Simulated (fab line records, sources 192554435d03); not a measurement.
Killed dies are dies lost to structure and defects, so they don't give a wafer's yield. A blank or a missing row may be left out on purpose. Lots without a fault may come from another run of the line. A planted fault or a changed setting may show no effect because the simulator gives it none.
Which tool did it? | flow n5_finfet | 24 lots, 72 wafers sampled, at 4 steps of a route of 1938

WHAT THE GAUGES READ, wafer by wafer
N5_BEOL_M1_OVL_MEAS_29.
lot  | measured     | on         | V0_OVL (nm)
L074 | day 6 07:01  | overlay-01 | 0.3 0.8 0.3
L075 | day 6 16:07  | overlay-02 | -0.2 0.5 0.1
L076 | day 6 19:14  | overlay-02 | -0.8 0.2 -0.8
L077 | day 6 22:08  | overlay-01 | -0.5 -0.8 -0.6
L078 | day 7 08:25  | overlay-01 | -1.1 -0.6 -1.3
L079 | day 7 10:17  | overlay-02 | -0.2 0.1 -0.9
L080 | day 7 18:41  | overlay-02 | 0.1 0.0 -0.4
L081 | day 7 23:59  | overlay-02 | -0.2 1.2 0.2
L082 | day 8 10:47  | overlay-02 | 1.3 -0.7 -0.2
L083 | day 8 12:18  | overlay-01 | -0.4 -0.5 -1.3
L084 | day 8 21:40  | overlay-02 | -0.4 0.1 1.1
L085 | day 9 03:07  | overlay-02 | -0.8 0.5 -1.1
L086 | day 9 05:13  | overlay-01 | 0.4 0.7 0.0
L087 | day 9 09:05  | overlay-01 | -0.3 0.1 -1.1
L088 | day 9 18:59  | overlay-01 | -0.3 -0.6 0.1
L089 | day 10 00:19 | overlay-02 | -0.3 -0.4 -0.6
L090 | day 10 02:01 | overlay-02 | -0.6 -0.4 -0.2
L091 | day 10 11:13 | overlay-02 | 0.1 -0.3 0.9
L092 | day 10 13:37 | overlay-02 | 0.6 -0.5 -0.4
L093 | day 10 22:05 | overlay-02 | 0.7 -0.1 0.2
L094 | day 11 02:59 | overlay-02 | -1.0 -1.2 -0.4
L095 | day 11 05:53 | overlay-02 | 0.0 -0.9 0.2
L096 | day 11 16:09 | overlay-01 | 0.4 -0.2 -0.1
L097 | day 11 17:59 | overlay-01 | -0.3 -0.2 -0.8

WHICH TOOL RAN EACH LOT (tool, then ch and the chambers of the sampled wafers, then the start)
lot  | N5_BEOL_M0_SURFACE_TREAT_137 | N5_BEOL_M0_SPUTTER_141       | N5_BEOL_M0_CO_CAP_123
L074 | pvd_sputter-03, day 6 02:45  | pvd_sputter-02, day 6 03:20  | cvd_co-02 ch 0,1,2, day 6 04:25
L075 | pvd_sputter-03, day 6 12:09  | pvd_sputter-01, day 6 12:40  | cvd_co-02 ch 0,1,2, day 6 13:41
L076 | pvd_sputter-03, day 6 15:40  | pvd_sputter-03, day 6 16:13  | cvd_co-02 ch 0,2, day 6 17:10
L077 | pvd_sputter-01, day 6 17:52  | pvd_sputter-03, day 6 18:23  | cvd_co-01 ch 1,2, day 6 19:15
L078 | pvd_sputter-02, day 7 03:41  | pvd_sputter-02, day 7 04:13  | cvd_co-02 ch 0,1, day 7 05:05
L079 | pvd_sputter-03, day 7 05:34  | pvd_sputter-03, day 7 06:24  | cvd_co-02 ch 1,2, day 7 07:16
L080 | pvd_sputter-03, day 7 13:46  | pvd_sputter-02, day 7 14:22  | cvd_co-02 ch 1,2, day 7 15:55
L081 | pvd_sputter-01, day 7 19:06  | pvd_sputter-01, day 7 19:41  | cvd_co-01 ch 0,2, day 7 20:35
L082 | pvd_sputter-01, day 8 06:15  | pvd_sputter-03, day 8 06:47  | cvd_co-01 ch 0,1,2, day 8 07:38
L083 | pvd_sputter-02, day 8 07:41  | pvd_sputter-02, day 8 08:35  | cvd_co-02 ch 0,1,2, day 8 09:38
L084 | pvd_sputter-01, day 8 17:33  | pvd_sputter-01, day 8 18:09  | cvd_co-01 ch 0,1,2, day 8 19:01
L085 | pvd_sputter-03, day 8 21:47  | pvd_sputter-02, day 8 23:41  | cvd_co-01 ch 0,2, day 9 00:46
L086 | pvd_sputter-01, day 9 01:59  | pvd_sputter-01, day 9 02:31  | cvd_co-02 ch 0,1,2, day 9 03:23
L087 | pvd_sputter-02, day 9 04:55  | pvd_sputter-01, day 9 06:11  | cvd_co-01 ch 1,2, day 9 07:04
L088 | pvd_sputter-02, day 9 13:41  | pvd_sputter-01, day 9 14:17  | cvd_co-02 ch 1,2, day 9 15:09
L089 | pvd_sputter-02, day 9 20:31  | pvd_sputter-02, day 9 21:07  | cvd_co-02 ch 0,1,2, day 9 22:04
L090 | pvd_sputter-02, day 9 21:38  | pvd_sputter-02, day 9 22:10  | cvd_co-01 ch 0,2, day 9 23:01
L091 | pvd_sputter-02, day 10 04:50 | pvd_sputter-01, day 10 05:56 | cvd_co-01 ch 1,2, day 10 06:49
L092 | pvd_sputter-01, day 10 10:11 | pvd_sputter-03, day 10 10:43 | cvd_co-01 ch 0,2, day 10 11:47
L093 | pvd_sputter-01, day 10 17:36 | pvd_sputter-01, day 10 18:10 | cvd_co-02 ch 0,1,2, day 10 19:01
L094 | pvd_sputter-02, day 10 22:31 | pvd_sputter-01, day 10 23:04 | cvd_co-01 ch 0,1, day 10 23:55
L095 | pvd_sputter-02, day 11 01:44 | pvd_sputter-02, day 11 02:22 | cvd_co-02 ch 0,2, day 11 03:17
L096 | pvd_sputter-01, day 11 09:43 | pvd_sputter-02, day 11 11:03 | cvd_co-01 ch 0,1,2, day 11 11:55
L097 | pvd_sputter-03, day 11 12:02 | pvd_sputter-02, day 11 14:14 | cvd_co-01 ch 0,1, day 11 15:08
- N5_BEOL_M0_SURFACE_TREAT_137
- N5_BEOL_M0_SPUTTER_141: material Cu, target thk 4 nm, time 7.37 s.
- N5_BEOL_M0_CO_CAP_123: material Co, precursor CCTBA/H2, target thk 2 nm, time 102.1 s.

WHAT THE TOOLS THEMSELVES READ (means of the sampled wafers that have a number; where no wafer has one, the mark that the record gives instead)
N5_BEOL_M0_SPUTTER_141.
lot  | tool           | chuck_gas_flow_sccm (sccm) | substrate_temp_c (C) | throttle_valve_pct (%)
L074 | pvd_sputter-02 | 1.28                       | -19.99               | 29.6
L075 | pvd_sputter-01 | 1.31                       | -20.04               | 28.4
L076 | pvd_sputter-03 | 1.29                       | -19.91               | 30.9
L077 | pvd_sputter-03 | 1.23                       | -20.00               | 30.4
L078 | pvd_sputter-02 | 1.25                       | -19.95               | 29.4
L079 | pvd_sputter-03 | 1.24                       | -20.02               | 30.7
L080 | pvd_sputter-02 | 1.32                       | -20.06               | 29.7
L081 | pvd_sputter-01 | 1.23                       | -19.94               | 29.3
L082 | pvd_sputter-03 | 1.27                       | -19.94               | 30.0
L083 | pvd_sputter-02 | 1.23                       | -19.98               | 29.5
L084 | pvd_sputter-01 | 1.29                       | -19.89               | 28.2
L085 | pvd_sputter-02 | 1.26                       | -20.05               | 29.5
L086 | pvd_sputter-01 | 1.23                       | -20.05               | 28.6
L087 | pvd_sputter-01 | 1.25                       | -20.00               | 29.5
L088 | pvd_sputter-01 | 1.24                       | -20.03               | 29.0
L089 | pvd_sputter-02 | 1.24                       | -19.99               | 29.7
L090 | pvd_sputter-02 | 1.23                       | -20.04               | 29.7
L091 | pvd_sputter-01 | 1.24                       | -19.99               | 30.1
L092 | pvd_sputter-03 | 1.22                       | -19.96               | 30.6
L093 | pvd_sputter-01 | 1.21                       | -19.97               | 30.0
L094 | pvd_sputter-01 | 1.28                       | -20.02               | 28.6
L095 | pvd_sputter-02 | 1.29                       | -19.96               | 29.7
L096 | pvd_sputter-02 | 1.23                       | -19.99               | 29.6
L097 | pvd_sputter-02 | 1.27                       | -19.95               | 29.8

N5_BEOL_M0_CO_CAP_123.
lot  | tool      | heater_power_w (W)
L074 | cvd_co-02 | 223
L075 | cvd_co-02 | 220
L076 | cvd_co-02 | 232
L077 | cvd_co-01 | 253
L078 | cvd_co-02 | 227
L079 | cvd_co-02 | 206
L080 | cvd_co-02 | 206
L081 | cvd_co-01 | 236
L082 | cvd_co-01 | 249
L083 | cvd_co-02 | 220
L084 | cvd_co-01 | 247
L085 | cvd_co-01 | 240
L086 | cvd_co-02 | 224
L087 | cvd_co-01 | 263
L088 | cvd_co-02 | 205
L089 | cvd_co-02 | 224
L090 | cvd_co-01 | 236
L091 | cvd_co-01 | 252
L092 | cvd_co-01 | 238
L093 | cvd_co-02 | 225
L094 | cvd_co-01 | 248
L095 | cvd_co-02 | 240
L096 | cvd_co-01 | 251
L097 | cvd_co-01 | 258

THE ANSWER, worked out from the rows above alone
Rule: what is usual is taken from the lots themselves. Put in order of their means at a reading, lots are off if they are a third of the lots or fewer, leave a main group of 4 or more, and stand apart from it by a gap of 3 or more times the standard deviation of the main group's means; of several such gaps the widest counts. A main group whose means are all the same, to the digits that the tables above print for the reading, isn't used. A lot without any number at a reading at which 4 lots or more have one is off too. The other lots that the step has rows for count as sound. The gauges are gone through in route order, then the tools' own readings, and for those a lot's mean is taken as printed above. The first step at which some lot is off is used, and at that step the reading that is off furthest; a lot without a number counts as furthest.
No lot is off at any reading shown: from this, nothing can be told.

WHAT THE SIMULATOR HAD PUT IN
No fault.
